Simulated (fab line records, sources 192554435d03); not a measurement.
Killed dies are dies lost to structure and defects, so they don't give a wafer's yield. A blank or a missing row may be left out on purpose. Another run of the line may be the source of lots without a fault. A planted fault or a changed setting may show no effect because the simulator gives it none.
Lot-split experiment -- flow n5Finfet -- 39 wafers read across 7 lots, on a route 1938 steps long

== THE SPLIT ==
At N5_BEOL_M7_TRENCH_ETCH_37 (etches SiCOH lowk in C4F6/O2, target depth 93.478 nm, time 31.2 s), the setting targetDepthA was moved away from the recipe's 934.78 angstrom on 12 of the 39 wafers read, by -30.6% to +40.2%. All remaining wafers had this setting at the recipe value.

== FROM THE SPLIT TO THE READING: what the file shows between them, 11 steps ==
- N5_BEOL_M7_ETCH_41: etches SiCN in CH3F/O2, target depth 31.9 nm, time 57.8 s
- N5_BEOL_M7_STRIP_80: strips in N2/H2, time 10 s
- N5_BEOL_M7_OCD_MEAS_38
- N5_BEOL_M7_HM_STRIP_39: strips TiN in peroxide tin strip, target depth 25 nm, time 158 s
- N5_BEOL_M7_SRD_40: time 30 s
- N5_BEOL_M7_ECD_50: material Cu, target thk 300 nm
- N5_BEOL_M7_ANNEAL_51: time 90 s
- N5_BEOL_M7_CMP_52: polishes, stops on SiCOH lowk, t overpolish 6.9 s, target thk 80 nm
- N5_BEOL_M7_THK_MEAS_53: measures by xrf
- N5_BEOL_M7_PRE_CLEAN_55: time 15 s
- N5_BEOL_M7_DEP_56: deposits SiCN from 3MS/NH3, target thk 10 nm, time 17.5 s

== THE READING ==
At N5_BEOL_M7_RS_MEAS_57, a four-point-probe measurement gives M7_RS in ohm/sq. On this fab line, fault-free wafers typically give 0.288 ohm/sq with a standard deviation of 0.008 ohm/sq.

wafer,"tool, chamber at the split","targetDepthA as run, angstrom",against the recipe,"M7_RS, ohm/sq",against lot-mates on the recipe
L074.1,"rieDiel-01, 3",934.78,recipe,0.283,-
L074.5,"rieDiel-01, 3",934.78,recipe,0.284,-
L074.6,"rieDiel-01, 2",934.78,recipe,0.289,-
L078.1,"rieDiel-06, 2",1311,+40.2%,0.190,-0.100
L078.2,"rieDiel-06, 0",934.78,recipe,0.295,-
L078.3,"rieDiel-06, 3",1311,+40.2%,0.183,-0.107
L078.4,"rieDiel-06, 0",934.78,recipe,0.289,-
L078.5,"rieDiel-06, 2",1311,+40.2%,0.186,-0.104
L078.6,"rieDiel-06, 3",934.78,recipe,0.287,-
L079.1,"rieDiel-06, 2",679.7,-27.3%,0.434,+0.148
L079.2,"rieDiel-06, 1",934.78,recipe,0.280,-
L079.3,"rieDiel-06, 3",934.78,recipe,0.285,-
L079.4,"rieDiel-06, 0",679.7,-27.3%,0.455,+0.169
L079.5,"rieDiel-06, 0",679.7,-27.3%,0.466,+0.180
L079.6,"rieDiel-06, 3",934.78,recipe,0.294,-
L081.1,"rieDiel-06, 1",767.3,-17.9%,0.360,+0.078
L081.2,"rieDiel-06, 0",934.78,recipe,0.285,-
L081.3,"rieDiel-06, 3",767.3,-17.9%,0.375,+0.093
L081.4,"rieDiel-06, 2",934.78,recipe,0.280,-
L081.5,"rieDiel-06, 0",934.78,recipe,0.282,-
L081.6,"rieDiel-06, 1",767.3,-17.9%,0.368,+0.086
L084.1,"rieDiel-03, 3",934.78,recipe,0.281,-
L084.2,"rieDiel-03, 2",934.78,recipe,0.292,-
L084.3,"rieDiel-03, 1",934.78,recipe,0.288,-
L084.4,"rieDiel-03, 0",934.78,recipe,0.287,-
L084.5,"rieDiel-03, 1",934.78,recipe,0.295,-
L084.6,"rieDiel-03, 2",934.78,recipe,0.299,-
L094.1,"rieDiel-03, 0",648.9,-30.6%,0.476,+0.186
L094.2,"rieDiel-03, 1",934.78,recipe,0.305,-
L094.3,"rieDiel-03, 3",648.9,-30.6%,0.497,+0.207
L094.4,"rieDiel-03, 2",648.9,-30.6%,0.493,+0.203
L094.5,"rieDiel-03, 3",934.78,recipe,0.284,-
L094.6,"rieDiel-03, 0",934.78,recipe,0.282,-
L096.1,"rieDiel-03, 3",934.78,recipe,0.283,-
L096.2,"rieDiel-03, 2",934.78,recipe,0.292,-
L096.3,"rieDiel-03, 1",934.78,recipe,0.302,-
L096.4,"rieDiel-03, 0",934.78,recipe,0.289,-
L096.5,"rieDiel-03, 0",934.78,recipe,0.282,-
L096.6,"rieDiel-03, 3",934.78,recipe,0.284,-

FIT RESULTS
A straight line over all 39 wafers: M7_RS changes by -0.00431 ohm/sq for each +1% of targetDepthA; r = -0.93; the points scatter about the line by 0.028 ohm/sq.
The same after taking each lot's own level away (the mean of its wafers on the recipe; 39 wafers): -0.00436 ohm/sq for each +1%; r = -0.94; scatter 0.028 ohm/sq.
According to that fit, moving targetDepthA by its largest amount changes the reading by 0.18 ohm/sq.
From 0.2823 to 0.2903 ohm/sq: that is the span of the lots' own levels, equal to 1.0 times the standard deviation above.
The two slopes agree, so the slope changes little with the lot-to-lot level.
Check: for one of the wafers moved furthest among these (+40.2%), held out of the fit, the line's prediction against its lot-mates is -0.176 ohm/sq. It came out at -0.1 ohm/sq against them.

== THE WHOLE CHAIN: every reading that the file lists as answering this split, in the file's order ==
step,what it does,reading,change (the file's fit),r (the file's)
N5_BEOL_M7_TRENCH_ETCH_37,"etches SiCOH lowk in C4F6/O2, target depth 93.478 nm, time 31.2 s","BEOL_M7.featureDepthNm (the simulator's own value, which no gauge read)",+0.909 nm for each +1% of the setting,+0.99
N5_BEOL_M7_TRENCH_ETCH_37,"etches SiCOH lowk in C4F6/O2, target depth 93.478 nm, time 31.2 s","etch.depthNm (the simulator's own value, which no gauge read)",+0.908 nm for each +1% of the setting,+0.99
N5_BEOL_M7_TRENCH_ETCH_37,"etches SiCOH lowk in C4F6/O2, target depth 93.478 nm, time 31.2 s","TiN_of_BEOL_M7_HM_DEP_02.thkNm (the simulator's own value, which no gauge read)",-0.0233 nm for each +1% of the setting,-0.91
N5_BEOL_M7_OCD_MEAS_38,,trenchDepthNm,+0.91 nm for each +1% of the setting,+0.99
N5_BEOL_M7_CMP_52,"polishes, stops on SiCOH lowk, t overpolish 6.9 s, target thk 80 nm","Cu_of_BEOL_M7_ECD_50.thkNm (the simulator's own value, which no gauge read)",+0.913 nm for each +1% of the setting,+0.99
N5_BEOL_M7_THK_MEAS_53,measures by xrf,M7_THK,+0.897 for each +1% of the setting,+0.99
N5_BEOL_M7_RS_MEAS_57,measures by four-point-probe,M7_RS,-0.0045 for each +1% of the setting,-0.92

== FILE'S OWN FIT ==
M7_RS changes by -0.0045 ohm/sq for each +1% of targetDepthA, r = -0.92.
